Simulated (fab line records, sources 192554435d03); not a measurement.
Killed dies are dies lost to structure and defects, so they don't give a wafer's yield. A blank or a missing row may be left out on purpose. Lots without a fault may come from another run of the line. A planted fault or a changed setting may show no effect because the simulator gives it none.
fab line records | flow n5_finfet
record lots=10 wafers=30 last_day=17
route steps=1938 shown BEOL_M3@1013 BEOL_M4@1028 PASSIVATION@1936
lots that met no fault: from a run of the same line without faults
start_h: hours from the record's first day to the start of the lot's first wafer shown | wait_h: hours since the lot's step before | " the same as in the row above | L1.1+2: a row that stands for several wafers | - no value, or no start given | * or withheld: withheld | < > ~ a bound
route shown NAME@n: a module of which the file shows steps, and the number in the route of the first | usual: mean/standard deviation of fault-free wafers | same: alike in all rows | chamber/n: place in a boat | sites: the reading at each site | _std_site: their standard deviation | _edge_site: outer sites' mean less inner sites' | radius_mm: how far each site lies from the wafer's centre | mask NAME#n: copy n | behind: the tool/chamber that last shaped the wafer | hold: why the lot was held/for how many hours/how that ended | device: the transistor (n, p or np) that didn't switch | end of line: the same wafers' tests at the end of the route | a step without rows: its recipe alone | killed: dies lost to structure and defects at the first sort, not the wafer's yield | map: a wafer's dies, x killed, . not, _ none there
set.NAME: the setting as run; set.NAME@STEP: as run at that earlier step | model.NAME: the simulator's own value behind a step, which no gauge read
steps of the route over a sample of lots; a table a step, a row a wafer
services: from which hour (start_h, from the record's first day; less than 0 if before it) a tool's chamber was out of use, for how many hours, and why
## steps
# step N5_BEOL_M3_CMP_52
# recipe stop_on=SiOC t_overpolish_s=6.8 down_force_psi=1 platen_rpm=50 clearing_platen_down_force_psi=1.5 clearing_platen_rpm=50 post_cmp_clean=cu_alkaline target_thk_nm=40 clearing_platen_pad_velocity_m_s=0.99484 pad_velocity_m_s=0.99484
# usual barrier_field_endpoint_s=24.8/0.55 motor_current_A=6.0/0.38 overpolish_run_s=6.801/0.0091 retaining_ring_pressure_frac=1.001/0.0051 time_to_endpoint_s=62.6/2.8
# columns lot.wafer tool chamber start_h wait_h barrier_field_endpoint_s motor_current_A overpolish_run_s retaining_ring_pressure_frac time_to_endpoint_s
L813.2 cmp-03 0 160.54 0.3 24.9 5.4 6.812 1.007 63.6
L813.3 " 1 " " 24.8 6.0 6.794 0.999 63.2
L813.6 " 2 " " 26.0 6.3 6.802 1.005 66.8
L814.3 cmp-04 2 171.12 0.2 26.5 6.1 6.808 0.998 67.1
L814.4 " 1 " " 26.0 6.4 6.812 0.995 64.8
L814.6 " 3 " " 26.1 6.2 6.795 1.001 66.8
L815.1 cmp-04 3 174.56 0.3 24.0 6.2 6.802 1.005 62.7
L815.3 " 1 " " 25.0 6.1 6.793 1.000 65.8
L815.5 " 0 " " 24.5 5.8 6.801 1.006 67.2
L823.2 cmp-04 1 229.21 0.4 24.2 6.3 6.809 1.001 62.7
L823.3 " 3 " " 24.8 6.2 6.797 0.998 63.2
L823.5 " 0 " " 25.8 5.6 6.801 1.001 68.8
L824.3 cmp-04 2 230.17 0.6 24.9 6.9 6.789 1.005 63.3
L824.2 " 3 " " 24.8 6.1 6.794 0.993 66.4
L824.6 " 1 " " 25.4 6.2 6.806 1.001 64.9
L826.3 cmp-04 3 242.40 0.3 25.2 6.4 6.792 1.005 66.9
L826.5 " 0 " " 25.2 5.8 6.810 1.001 63.3
L826.6 " 1 " " 25.0 6.1 6.798 1.006 64.3
L825.3 cmp-01 1 242.49 0.3 24.6 6.3 6.786 1.009 60.5
L825.4 " 2 " " 24.4 5.5 6.788 0.995 58.9
L825.1 " 3 " " 24.6 5.6 6.808 0.998 59.0
L828.2 cmp-01 0 253.48 0.4 24.4 5.6 6.802 0.982 66.3
L828.5 " 2 " " 25.7 5.2 6.805 1.004 66.2
L828.6 " 3 " " 25.4 5.9 6.788 0.997 64.3
L827.2 cmp-01 2 260.39 0.2 24.0 5.6 6.811 1.005 62.4
L827.5 " 1 " " 24.8 6.6 6.795 0.999 63.9
L827.6 " 2 " " 25.0 5.3 6.791 1.000 63.3
L832.2 cmp-03 3 286.67 0.2 24.6 6.1 6.795 0.999 62.4
L832.4 " 0 " " 24.7 5.9 6.793 1.002 61.8
L832.1 " 2 " " 24.0 5.9 6.814 0.997 59.9
# step N5_BEOL_M3_PRE_CLEAN_60
# recipe gas=NH3/H2 time_s=15 temp_c=* rf_power_w=300
# usual heater_power_w=84/20
# columns lot.wafer tool chamber start_h wait_h heater_power_w
L813.2 cvd_co-01 2 160.79 0.0 80
L813.3 " 0 " " 66
L813.6 " 0 " " 68
L814.3 cvd_co-02 0 171.47 0.0 57
L814.4 " 0 " " 57
L814.6 " 1 " " 121
L815.1 cvd_co-02 1 174.89 0.0 117
L815.3 " 2 " " 106
L815.5 " 1 " " 121
L823.2 cvd_co-01 2 229.50 0.0 83
L823.3 " 0 " " 67
L823.5 " 1 " " 84
L824.2 cvd_co-02 1 230.46 0.0 119
L824.3 " 0 " " 57
L824.6 " 0 " " 58
L826.3 cvd_co-01 2 242.62 0.0 81
L826.5 " 1 " " 84
L826.6 " 2 " " 82
L825.1 cvd_co-01 2 242.78 0.0 82
L825.3 " 1 " " 80
L825.4 " 2 " " 84
L828.2 cvd_co-02 2 253.74 0.0 105
L828.5 " 1 " " 121
L828.6 " 0 " " 56
L827.2 cvd_co-02 1 260.69 0.0 120
L827.5 " 1 " " 123
L827.6 " 2 " " 107
L832.1 cvd_co-02 2 287.00 0.0 107
L832.2 " 0 " " 58
L832.4 " 1 " " 120
# step N5_BEOL_M4_COAT_05
# recipe resist=CAR-EUV spin_rpm=1500 resist_thk_nm=30
# usual resist_line_temp_C=22.99/0.1 spin_speed_rpm=1499.8/0.87
# columns lot.wafer tool chamber start_h wait_h resist_line_temp_C spin_speed_rpm
L813.2 litho_track-05 0 163.04 - 23.06 1499.2
L813.3 " 0 " " 23.03 1499.4
L813.6 " 0 " " 23.10 1500.5
L814.3 litho_track-05 0 172.33 - 22.99 1498.8
L814.4 " 0 " " 22.90 1499.7
L814.6 " 0 " " 22.93 1500.9
L815.1 litho_track-03 0 176.55 - 23.03 1499.8
L815.3 " 0 " " 22.91 1500.2
L815.5 " 0 " " 22.86 1499.9
L823.2 litho_track-03 0 230.17 - 22.86 1498.8
L823.3 " 0 " " 23.01 1500.3
L823.5 " 0 " " 22.86 1500.1
L824.2 litho_track-03 0 232.51 - 22.90 1817.8
L824.3 " 0 " " 23.01 1815.4
L824.6 " 0 " " 22.94 1816.8
L826.3 litho_track-03 0 243.72 - 23.17 1816.7
L826.5 " 0 " " 23.21 1814.7
L826.6 " 0 " " 23.22 1816.2
L825.1 litho_track-01 0 243.82 - 22.93 1498.8
L825.3 " 0 " " 22.97 1499.0
L825.4 " 0 " " 22.96 1500.1
L828.2 litho_track-05 0 254.84 - 23.10 1500.2
L828.5 " 0 " " 23.18 1500.4
L828.6 " 0 " " 22.95 1500.1
L827.2 litho_track-03 0 262.01 - 23.19 1814.9
L827.5 " 0 " " 23.12 1814.0
L827.6 " 0 " " 23.02 1815.1
L832.1 litho_track-01 0 288.19 - 22.91 1499.4
L832.2 " 0 " " 22.86 1499.6
L832.4 " 0 " " 22.97 1500.7
# step N5_BEOL_M4_CD_MEAS_11
# recipe target_cd_nm=16.79 landing_energy_ev=500 detector=se_inlens polarity=opening
# usual cd_nm=16.82/0.24
# columns lot.wafer tool chamber start_h wait_h cd_nm
L813.2 cd_sem-01 0 163.30 - 16.63
L813.3 " 0 " " 16.87
L813.6 " 0 " " 17.03
L814.3 cd_sem-02 0 172.59 - 17.01
L814.4 " 0 " " 16.86
L814.6 " 0 " " 17.11
L815.1 cd_sem-01 0 176.83 - 16.87
L815.3 " 0 " " 17.18
L815.5 " 0 " " 16.81
L823.2 cd_sem-02 0 230.43 - 16.52
L823.3 " 0 " " 16.59
L823.5 " 0 " " 16.61
L824.2 cd_sem-01 0 232.77 - 16.92
L824.3 " 0 " " 17.00
L824.6 " 0 " " 17.00
L826.3 cd_sem-02 0 243.98 - 16.93
L826.5 " 0 " " 17.01
L826.6 " 0 " " 17.01
L825.1 cd_sem-01 0 244.20 - 16.94
L825.3 " 0 " " 16.75
L825.4 " 0 " " 16.96
L828.2 cd_sem-01 0 255.42 - 16.57
L828.5 " 0 " " 17.15
L828.6 " 0 " " 16.66
L827.2 cd_sem-02 0 262.28 - 16.65
L827.5 " 0 " " 17.12
L827.6 " 0 " " 16.86
L832.1 cd_sem-01 0 288.45 - 16.99
L832.2 " 0 " " 16.80
L832.4 " 0 " " 17.18
# step N5_BEOL_M4_RC_MEAS_101
# usual DIBL_N=36.4/1.4 DIBL_P=36.3/1.5 IOFF_N=0.162/0.023 IOFF_P=0.211/0.027 ION_N=676/9.7 ION_P=463/6.4 SS_N=71.5/0.5 SS_P=73.3/0.6 VT_N=249.3/2.5 VT_P=-249.9/2.8
# columns lot.wafer tool chamber start_h wait_h DIBL_N[mV/V] DIBL_P[mV/V] IOFF_N[nA/um] IOFF_P[nA/um] ION_N[uA/um] ION_P[uA/um] SS_N[mV/dec] SS_P[mV/dec] VT_N[mV] VT_P[mV]
L813.2 prober-02 0 173.70 0.2 36.4 35.9 0.157 0.212 680 470 70.9 73.2 248.7 -249.4
L813.3 " 0 " " 37.6 36.8 0.184 0.222 685 468 71.6 73.4 247.1 -247.8
L813.6 " 0 " " 36.8 35.5 0.168 0.214 683 468 71.6 72.8 247.9 -248.2
L814.3 prober-02 0 180.56 0.3 36.4 36.6 0.157 0.228 673 465 71.7 73.9 252.4 -249.1
L814.4 " 0 " " 36.8 37.2 0.168 0.234 667 463 72.5 74.0 250.6 -248.0
L814.6 " 0 " " 34.2 34.2 0.123 0.191 664 456 71.4 72.8 254.9 -250.8
L815.1 prober-01 0 184.04 0.0 35.9 37.0 0.152 0.193 684 469 71.6 73.0 251.4 -254.5
L815.3 " 0 " " 39.0 40.1 0.200 0.232 688 461 72.1 74.7 246.1 -250.3
L815.5 " 0 " " 37.4 38.5 0.177 0.216 687 460 71.7 73.4 248.7 -253.0
L823.2 prober-02 0 237.07 0.2 37.0 36.7 0.177 0.185 682 456 71.9 73.0 247.8 -255.2
L823.3 " 0 " " 37.2 38.1 0.190 0.202 687 458 71.6 74.1 247.5 -252.1
L823.5 " 0 " " 37.8 37.9 0.192 0.205 686 459 71.6 73.4 244.2 -253.5
L824.2 prober-02 0 241.10 0.2 38.3 37.4 0.166 0.247 669 462 71.2 73.4 248.3 -245.2
L824.3 " 0 " " 36.5 35.2 0.143 0.202 679 467 71.3 73.2 247.4 -248.1
L824.6 " 0 " " 37.7 36.0 0.160 0.222 670 455 71.3 72.9 249.1 -247.1
L826.3 prober-01 0 254.92 0.3 35.0 35.2 0.154 0.215 688 472 71.2 74.1 246.0 -248.1
L826.5 " 0 " " 35.0 35.0 0.155 0.213 680 469 70.3 73.4 250.0 -248.0
L826.6 " 0 " " 35.4 35.9 0.172 0.230 681 466 71.2 73.5 244.4 -247.5
L825.1 prober-01 0 258.34 0.0 34.3 35.4 0.136 0.184 668 454 71.1 73.6 251.5 -252.0
L825.3 " 0 " " 34.6 35.9 0.147 0.193 677 472 70.8 74.0 252.0 -252.7
L825.4 " 0 " " 35.2 36.9 0.150 0.198 685 471 72.1 73.9 250.6 -252.0
L828.2 prober-02 0 262.77 0.2 34.5 34.5 0.114 0.160 675 458 70.7 72.1 257.0 -254.2
L828.5 " 0 " " 36.7 37.4 0.153 0.189 671 455 71.2 73.1 250.9 -253.6
L828.6 " 0 " " 37.1 37.9 0.167 0.222 683 460 71.2 73.3 250.9 -250.4
L827.2 prober-02 0 272.06 0.2 36.4 35.6 0.141 0.203 683 470 71.8 73.0 250.3 -251.5
L827.5 " 0 " " 38.5 38.1 0.177 0.247 692 472 71.7 73.6 246.2 -246.2
L827.6 " 0 " " 36.7 36.1 0.150 0.213 676 467 72.1 72.8 248.3 -247.7
L832.1 prober-01 0 294.52 0.0 37.0 36.4 0.156 0.200 667 459 72.0 74.1 250.4 -252.9
L832.2 " 0 " " 37.3 36.7 0.175 0.210 675 459 71.3 74.1 249.3 -251.6
L832.4 " 0 " " 36.8 36.8 0.174 0.204 687 470 71.8 74.6 245.5 -251.3
# step N5_PASSIVATION_PROBE_49
# usual defect_limited_yield=91.3/1.3 killed_at_M0_to_M3=33/8.9 killed_at_M4_up=15/5.4 killed_at_contacts=13/5.8 killed_at_front_end=39/9.9 killed_at_other=3.2/2.9 killed_dies=102/15 killed_open=68/12 killed_short=34/7.6 sort_bin_5_function=5.1/0.89 sort_bin_6_memory=3.2/0.63 sort_n_pass=1078/15 sort_yield_pct=91.3/1.3
# same gross_dies=1180 killed_at_back_side=0 sort_bin_4_leakage[%]=0 sort_bin_8_speed[%]=0
# columns lot.wafer tool chamber start_h wait_h defect_limited_yield[%] killed_at_M0_to_M3 killed_at_M4_up killed_at_contacts killed_at_front_end killed_at_other killed_dies killed_open killed_short sort_bin_5_function[%] sort_bin_6_memory[%] sort_n_pass sort_yield_pct[%]
L813.2 prober-02 - 268.61 0.1 90.0 33 15 15 55 0 118 88 30 5.9 3.9 1062 90.0
L813.3 prober-02 - 268.66 0.1 89.9 28 20 22 48 1 119 84 35 5.2 4.6 1061 89.9
L813.6 prober-02 - 268.81 0.3 92.4 17 27 11 35 0 90 63 27 4.7 3.0 1090 92.4
L814.3 prober-02 - 286.52 0.1 92.1 40 16 7 20 10 93 67 26 4.7 3.1 1087 92.1
L814.4 prober-02 - 286.57 0.2 90.7 44 18 13 29 6 110 70 38 5.3 3.9 1070 90.7
L814.6 prober-02 - 286.67 0.3 93.4 29 12 4 26 7 78 50 27 3.9 2.5 1102 93.4
L815.1 prober-02 - 294.38 0.0 93.8 19 12 13 29 0 73 48 25 3.0 2.9 1107 93.8
L815.3 prober-02 - 294.48 0.1 91.4 37 12 12 40 1 102 67 35 4.9 3.4 1078 91.4
L815.5 prober-02 - 294.58 0.2 90.7 33 22 7 47 1 110 68 42 5.7 3.0 1070 90.7
L823.2 prober-01 - 332.60 0.1 89.2 60 10 24 32 1 127 79 48 5.8 4.6 1053 89.2
L823.3 prober-01 - 332.65 0.1 91.1 41 9 8 47 0 105 76 29 5.3 3.4 1075 91.1
L823.5 prober-01 - 332.75 0.2 91.9 33 9 11 35 7 95 63 32 4.8 2.9 1085 91.9
L824.2 prober-02 - 345.31 0.1 90.3 40 14 8 51 2 115 74 40 5.9 3.6 1065 90.3
L824.3 prober-02 - 345.36 0.1 90.7 21 13 18 57 1 110 72 38 5.4 3.6 1070 90.7
L824.6 prober-02 - 345.51 0.3 89.0 32 13 14 66 5 130 81 48 7.4 3.6 1050 89.0
L825.1 prober-02 - 357.20 0.0 90.3 36 15 10 44 10 115 78 37 4.6 4.9 1065 90.3
L825.3 prober-02 - 357.30 0.1 91.6 26 28 7 32 6 99 61 38 4.7 3.4 1081 91.6
L825.4 prober-02 - 357.35 0.2 91.3 33 19 15 29 7 103 63 39 4.7 3.3 1077 91.3
L826.3 prober-02 - 360.31 0.1 89.9 41 12 9 57 0 119 72 46 4.7 5.0 1061 89.9
L826.5 prober-02 - 360.41 0.2 91.0 26 22 15 43 0 106 69 37 4.7 3.8 1074 91.0
L826.6 prober-02 - 360.46 0.3 90.7 33 8 10 59 0 110 58 52 5.3 3.6 1070 90.7
L828.2 prober-02 - 364.78 0.1 90.0 40 14 23 40 1 118 89 28 6.2 3.7 1062 90.0
L828.5 prober-02 - 364.93 0.2 89.8 42 15 15 48 0 120 75 44 6.0 3.6 1060 89.8
L828.6 prober-02 - 364.98 0.3 89.5 45 13 18 45 3 124 87 34 5.3 4.7 1056 89.5
L827.2 prober-02 - 374.12 0.1 91.6 30 18 13 35 3 99 63 33 5.2 3.1 1081 91.6
L827.5 prober-02 - 374.27 0.2 91.6 20 13 16 45 5 99 69 28 5.3 2.7 1081 91.6
L827.6 prober-02 - 374.32 0.3 90.5 28 15 18 46 5 112 76 32 5.1 4.1 1068 90.5
L832.1 prober-01 - 405.58 0.0 87.5 42 19 34 53 0 148 93 54 7.8 4.4 1032 87.5
L832.2 prober-01 - 405.63 0.1 90.2 30 19 17 48 2 116 74 42 5.2 4.4 1064 90.2
L832.4 prober-01 - 405.73 0.2 89.1 47 18 17 46 1 129 98 30 6.7 4.2 1051 89.1
# killed by level:class
L813.2 MOL_CONTACT_COAG:geometric_particle:open=14 DUMMY_GATE:geometric_particle:open=13 BEOL_M1:geometric_particle:open=13 STI_FIN_REVEAL:geometric_particle:open=9 BEOL_M4:geometric_particle:open=9 GATE_CUT:geometric_particle:short=9 FIN_SAQP:geometric_particle:short=8 BEOL_M2:geometric_particle:open=7
L813.3 STI_FIN_REVEAL:geometric_particle:open=21 MOL_CONTACT_COAG:geometric_particle:open=15 BEOL_M4:geometric_particle:open=14 GATE_CUT:geometric_particle:short=8 MOL_CONTACT_COAG:geometric_particle:short=7 BEOL_M0_SAQP:geometric_particle:open=6 BEOL_M2:geometric_particle:open=6 DUMMY_GATE:geometric_particle:open=4
L813.6 BEOL_M4:geometric_particle:open=20 STI_FIN_REVEAL:geometric_particle:open=10 MOL_CONTACT_COAG:geometric_particle:open=10 FIN_SAQP:geometric_particle:short=7 BEOL_M0_SAQP:geometric_particle:open=6 DUMMY_GATE:geometric_particle:open=4 GATE_CUT:geometric_particle:short=3 STARTING-WAFER:geometric_particle:short=3
L814.3 BEOL_M0_SAQP:geometric_particle:open=13 FIN_SAQP:geometric_particle:open=9 BEOL_M0_SAQP:geometric_particle:short=8 BEOL_M2:geometric_particle:open=7 MOL_CONTACT_COAG:geometric_particle:open=6 BEOL_M4:geometric_particle:open=6 PAD_METAL:geometric_particle:open=6 BEOL_M2:geometric_particle:short=4
L814.4 MOL_CONTACT_COAG:geometric_particle:open=11 BEOL_M2:geometric_particle:short=8 BEOL_M0_SAQP:geometric_particle:open=7 BEOL_M2:geometric_particle:open=7 DUMMY_GATE:geometric_particle:open=6 BEOL_M0_SAQP:geometric_particle:short=6 STARTING-WAFER:geometric_particle:open=6 GATE_CUT:geometric_particle:short=5
L814.6 BEOL_M0_SAQP:geometric_particle:short=6 BEOL_M2:geometric_particle:open=6 DUMMY_GATE:geometric_particle:open=5 GATE_CUT:geometric_particle:short=5 BEOL_M0_SAQP:geometric_particle:open=5 BEOL_M3:geometric_particle:open=5 FIN_SAQP:geometric_particle:open=4 MOL_CONTACT_COAG:geometric_particle:open=4
L815.1 MOL_CONTACT_COAG:geometric_particle:open=11 FIN_SAQP:geometric_particle:short=5 BEOL_M0_SAQP:geometric_particle:open=5 BEOL_M0_SAQP:geometric_particle:short=5 STARTING-WAFER:geometric_particle:open=5 FIN_SAQP:geometric_particle:open=4 STI_FIN_REVEAL:geometric_particle:open=4 BEOL_M2:geometric_particle:open=4
L815.3 BEOL_M0_SAQP:geometric_particle:short=17 BEOL_M0_SAQP:geometric_particle:open=12 MOL_CONTACT_COAG:geometric_particle:open=10 STI_FIN_REVEAL:geometric_particle:open=9 FIN_SAQP:geometric_particle:short=6 FIN_SAQP:geometric_particle:open=5 ILD0:geometric_particle:open=4 BEOL_M2:geometric_particle:open=4
L815.5 FIN_SAQP:geometric_particle:open=13 FIN_SAQP:geometric_particle:short=12 BEOL_M4:geometric_particle:open=12 BEOL_M0_SAQP:geometric_particle:open=10 BEOL_M2:geometric_particle:open=10 BEOL_M0_SAQP:geometric_particle:short=9 STI_FIN_REVEAL:geometric_particle:open=5 MOL_CONTACT_COAG:geometric_particle:open=5
L823.2 MOL_CONTACT_COAG:geometric_particle:open=18 BEOL_M0_SAQP:geometric_particle:open=17 BEOL_M0_SAQP:geometric_particle:short=13 BEOL_M2:geometric_particle:open=8 FIN_SAQP:geometric_particle:open=7 DUMMY_GATE:geometric_particle:open=7 BEOL_M3:geometric_particle:open=7 MOL_CONTACT_COAG:geometric_particle:short=6
L823.3 STI_FIN_REVEAL:geometric_particle:open=16 BEOL_M3:geometric_particle:open=13 BEOL_M0_SAQP:geometric_particle:short=8 BEOL_M2:geometric_particle:open=8 DUMMY_GATE:geometric_particle:open=7 BEOL_M0_SAQP:geometric_particle:open=7 FIN_SAQP:geometric_particle:open=6 MOL_CONTACT_COAG:geometric_particle:open=6
L823.5 FIN_SAQP:geometric_particle:open=10 FIN_SAQP:geometric_particle:short=9 MOL_CONTACT_COAG:geometric_particle:open=9 BEOL_M1:geometric_particle:open=8 DUMMY_GATE:geometric_particle:open=5 BEOL_M0_SAQP:geometric_particle:open=5 BEOL_M0_SAQP:geometric_particle:short=5 STI_FIN_REVEAL:geometric_particle:open=4
L824.2 FIN_SAQP:geometric_particle:short=16 STI_FIN_REVEAL:geometric_particle:open=13 BEOL_M0_SAQP:geometric_particle:open=11 FIN_SAQP:geometric_particle:open=8 BEOL_M1:geometric_particle:open=8 BEOL_M3:geometric_particle:open=8 BEOL_M4:geometric_particle:open=8 MOL_CONTACT_COAG:geometric_particle:open=7
L824.3 FIN_SAQP:geometric_particle:open=19 FIN_SAQP:geometric_particle:short=18 MOL_CONTACT_COAG:geometric_particle:open=17 BEOL_M2:geometric_particle:open=7 GATE_CUT:geometric_particle:short=7 BEOL_M0_SAQP:geometric_particle:open=5 GATE_CUT:geometric_particle:open=4 BEOL_M4:geometric_particle:open=4
L824.6 FIN_SAQP:geometric_particle:short=21 FIN_SAQP:geometric_particle:open=16 MOL_CONTACT_COAG:geometric_particle:open=12 BEOL_M1:geometric_particle:open=10 STI_FIN_REVEAL:geometric_particle:open=9 GATE_CUT:geometric_particle:short=8 BEOL_M2:geometric_particle:open=6 BEOL_M0_SAQP:geometric_particle:open=6
L825.1 FIN_SAQP:geometric_particle:open=17 FIN_SAQP:geometric_particle:short=10 MOL_CONTACT_COAG:geometric_particle:open=9 BEOL_M4:geometric_particle:open=9 BEOL_M1:geometric_particle:open=8 BEOL_M2:geometric_particle:open=8 BEOL_M0_SAQP:geometric_particle:short=6 MIM_TOP_ETCH:geometric_particle:open=6
L825.3 BEOL_M4:geometric_particle:open=14 FIN_SAQP:geometric_particle:short=8 MOL_CONTACT_COAG:geometric_particle:open=7 BEOL_M0_SAQP:geometric_particle:open=6 FIN_SAQP:geometric_particle:open=5 DUMMY_GATE:geometric_particle:short=5 BEOL_M7:geometric_particle:open=5 STARTING-WAFER:geometric_particle:short=5
L825.4 MOL_CONTACT_COAG:geometric_particle:open=11 BEOL_M0_SAQP:geometric_particle:open=11 BEOL_M1:geometric_particle:open=8 BEOL_M4:geometric_particle:open=8 FIN_SAQP:geometric_particle:open=6 FIN_SAQP:geometric_particle:short=6 BEOL_M0_SAQP:geometric_particle:short=6 GATE_CUT:geometric_particle:short=6
L826.3 FIN_SAQP:geometric_particle:short=13 BEOL_M0_SAQP:geometric_particle:open=13 BEOL_M0_SAQP:geometric_particle:short=11 MOL_CONTACT_COAG:geometric_particle:open=9 STI_FIN_REVEAL:geometric_particle:open=8 GATE_CUT:geometric_particle:short=7 BEOL_M4:geometric_particle:open=7 BEOL_M3:geometric_particle:open=6
L826.5 MOL_CONTACT_COAG:geometric_particle:open=13 FIN_SAQP:geometric_particle:open=8 BEOL_M5:geometric_particle:open=8 FIN_SAQP:geometric_particle:short=7 STI_FIN_REVEAL:geometric_particle:open=7 BEOL_M0_SAQP:geometric_particle:short=7 BEOL_M3:geometric_particle:open=7 GATE_CUT:geometric_particle:short=4
L826.6 FIN_SAQP:geometric_particle:short=21 BEOL_M0_SAQP:geometric_particle:short=12 FIN_SAQP:geometric_particle:open=10 MOL_CONTACT_COAG:geometric_particle:open=9 BEOL_M0_SAQP:geometric_particle:open=8 STARTING-WAFER:geometric_particle:short=6 DUMMY_GATE:geometric_particle:open=5 GATE_CUT:geometric_particle:short=5
L828.2 MOL_CONTACT_COAG:geometric_particle:open=21 BEOL_M0_SAQP:geometric_particle:open=11 BEOL_M3:geometric_particle:open=11 STI_FIN_REVEAL:geometric_particle:open=10 FIN_SAQP:geometric_particle:short=8 BEOL_M2:geometric_particle:open=8 BEOL_M0_SAQP:geometric_particle:short=7 GATE_CUT:geometric_particle:open=5
L828.5 STI_FIN_REVEAL:geometric_particle:open=13 MOL_CONTACT_COAG:geometric_particle:open=12 BEOL_M0_SAQP:geometric_particle:short=12 BEOL_M0_SAQP:geometric_particle:open=9 BEOL_M3:geometric_particle:open=8 FIN_SAQP:geometric_particle:open=7 GATE_CUT:geometric_particle:short=6 BEOL_M2:geometric_particle:open=6
L828.6 MOL_CONTACT_COAG:geometric_particle:open=15 STI_FIN_REVEAL:geometric_particle:open=12 BEOL_M3:geometric_particle:open=12 BEOL_M0_SAQP:geometric_particle:open=10 BEOL_M1:geometric_particle:open=7 FIN_SAQP:geometric_particle:open=6 FIN_SAQP:geometric_particle:short=5 STI_FIN_REVEAL:geometric_particle:short=5
L827.2 MOL_CONTACT_COAG:geometric_particle:open=9 BEOL_M0_SAQP:geometric_particle:short=9 STI_FIN_REVEAL:geometric_particle:open=8 BEOL_M4:geometric_particle:open=8 BEOL_M3:geometric_particle:open=8 DUMMY_GATE:geometric_particle:open=7 FIN_SAQP:geometric_particle:short=5 MOL_CONTACT_COAG:geometric_particle:short=4
L827.5 STI_FIN_REVEAL:geometric_particle:open=14 MOL_CONTACT_COAG:geometric_particle:open=13 FIN_SAQP:geometric_particle:open=10 BEOL_M4:geometric_particle:open=8 STI_FIN_REVEAL:geometric_particle:short=6 BEOL_M3:geometric_particle:open=5 FIN_SAQP:geometric_particle:short=4 BEOL_M0_SAQP:geometric_particle:short=4
L827.6 STI_FIN_REVEAL:geometric_particle:open=16 MOL_CONTACT_COAG:geometric_particle:open=13 BEOL_M0_SAQP:geometric_particle:open=9 DUMMY_GATE:geometric_particle:open=7 BEOL_M0_SAQP:geometric_particle:short=6 STARTING-WAFER:geometric_particle:open=5 MOL_CONTACT_COAG:geometric_particle:short=5 BEOL_M3:geometric_particle:open=5
L832.1 MOL_CONTACT_COAG:geometric_particle:open=26 BEOL_M1:geometric_particle:open=12 BEOL_M4:geometric_particle:short=11 DUMMY_GATE:geometric_particle:open=10 MOL_CONTACT_COAG:geometric_particle:short=8 STI_FIN_REVEAL:geometric_particle:open=7 FIN_SAQP:geometric_particle:short=6 FIN_SAQP:geometric_particle:open=6
L832.2 MOL_CONTACT_COAG:geometric_particle:open=13 BEOL_M2:geometric_particle:open=8 STI_FIN_REVEAL:geometric_particle:open=8 FIN_SAQP:geometric_particle:open=6 DUMMY_GATE:geometric_particle:open=6 BEOL_M3:geometric_particle:open=6 BEOL_M4:geometric_particle:open=6 ILD0:geometric_particle:short=5
L832.4 BEOL_M3:geometric_particle:open=21 DUMMY_GATE:geometric_particle:open=13 MOL_CONTACT_COAG:geometric_particle:open=12 FIN_SAQP:geometric_particle:open=6 BEOL_M0:geometric_particle:open=6 BEOL_M2:geometric_particle:open=6 BEOL_M4:geometric_particle:open=6 STI_FIN_REVEAL:geometric_particle:open=5
## services
# columns tool chamber start_h hours kind
cmp-01 - 137.34 3.7 repair
cmp-04 - 145.72 5.4 pm
cmp-04 - 153.98 1.3 repair
litho_track-03 - 154.05 - consumable_replace:filter
cmp-01 - 167.41 5.2 pm
litho_track-01 - 167.80 - consumable_replace:filter
cmp-01 - 173.97 1.1 repair
cvd_co-02 - 193.68 4.3 pm
litho_track-03 - 200.77 - consumable_replace:filter
cmp-03 - 210.09 40.3 repair
cmp-04 - 213.26 4.0 pm
cmp-04 - 217.26 - consumable_replace:conditioner
cmp-04 - 217.26 - consumable_replace:pad
cmp-04 - 218.03 3.4 repair
litho_track-01 - 226.73 - consumable_replace:filter
cmp-04 - 242.97 1.0 repair
cmp-04 - 250.39 14.2 pm
cmp-04 - 276.82 1.1 repair
cvd_co-02 2 287.15 15.5 repair
## key
first_sign step=N5_BEOL_M4_COAT_05 reading=spin_speed_rpm direction=up sigmas=99+ usual=* struck=*
effect none on later readings
met_at N5_BEOL_M4_COAT_05
struck_lots L824,L826,L827
not_acting_at N5_BEOL_M3_CMP_52,N5_BEOL_M3_PRE_CLEAN_60,N5_BEOL_M4_CD_MEAS_11
onset_between 230.17 232.51
fault kind=process_parameter_drift tool=litho_track-03 chamber=- onset_h=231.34 steps=N5_BEOL_M4_COAT_05 channel=spin_rpm offset=* shape=step end_h=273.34 acts_in=* stated=*
